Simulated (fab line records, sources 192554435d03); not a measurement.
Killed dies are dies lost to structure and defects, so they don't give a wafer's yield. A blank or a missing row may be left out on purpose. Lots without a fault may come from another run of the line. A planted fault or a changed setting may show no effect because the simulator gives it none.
Chamber matching | flow n5_finfet | N5_SD_EPI_P_SD_RECESS_17 on rie_si-04: 4 sister chambers
The step chemistry HBr/Cl2/O2, target depth 39.1 nm, bt time 3 s. 14 wafers are shown with their chamber, then 7 later ones without.

WAFERS WITH THEIR CHAMBER
wafer  | chamber | drypump_motor_current_A (A) | throttle_valve_pct (%) | oes_product_au (a.u.)
L076.1 | 3       | 5.9                         | 36.8                   | 0.987
L076.4 | 0       | 5.6                         | 36.9                   | 0.975
L076.5 | 1       | 5.5                         | 36.9                   | 1.033
L078.1 | 2       | 5.9                         | 37.2                   | 1.006
L078.3 | 3       | 5.9                         | 36.8                   | 0.989
L078.6 | 1       | 5.6                         | 36.8                   | 1.022
L082.2 | 2       | 5.9                         | 37.2                   | 1.006
L082.4 | 0       | 5.6                         | 37.0                   | 0.974
L082.5 | 0       | 5.6                         | 36.9                   | 0.966
L083.2 | 1       | 5.6                         | 36.8                   | 1.033
L083.5 | 2       | 5.9                         | 37.2                   | 1.000
L083.6 | 1       | 5.6                         | 36.8                   | 1.031
L088.1 | 0       | 5.6                         | 37.0                   | 0.965
L088.2 | 1       | 5.6                         | 36.8                   | 1.030

SIGNATURES (means of the wafers above)
reading                 | chamber 0 | chamber 1 | chamber 2 | chamber 3 | scatter within a chamber
drypump_motor_current_A | 5.600     | 5.580     | 5.900     | 5.900     | 0.0283
throttle_valve_pct      | 36.950    | 36.820    | 37.200    | 36.800    | 0.0424
oes_product_au          | 0.97000   | 1.02980   | 1.00400   | 0.98800   | 0.00437
Rule: a wafer's distance from a chamber is the root of the sum, over the readings, of the square of ((its reading less the chamber's mean) divided by the reading's scatter). The wafer belongs to the nearest chamber; if the next one is less than 2 further off, it can't be placed. The scatter: the root of (the sum of the squares of (reading less its chamber's mean) over the shown wafers, divided by (wafers less chambers)).

WAFERS WITHOUT THEIR CHAMBER
wafer  | drypump_motor_current_A (A) | throttle_valve_pct (%) | oes_product_au (a.u.)
L088.6 | 5.6                         | 36.8                   | 1.029
L089.1 | 5.9                         | 36.8                   | 0.990
L089.2 | 5.9                         | 37.2                   | 0.995
L089.6 | 5.6                         | 37.0                   | 0.973
L092.1 | 5.6                         | 36.8                   | 1.033
L092.3 | 5.9                         | 37.2                   | 0.996
L092.5 | 5.6                         | 36.8                   | 1.029

WHICH CHAMBER EACH WENT THROUGH
wafer  | from the rows above | in truth
L088.6 | 1                   | 1
L089.1 | 3                   | 3
L089.2 | 2                   | 2
L089.6 | 0                   | 0
L092.1 | 1                   | 1
L092.3 | 2                   | 2
L092.5 | 1                   | 1
Placed correctly: 7 of 7. Can't be placed from these rows: 0. Placed wrongly: 0.
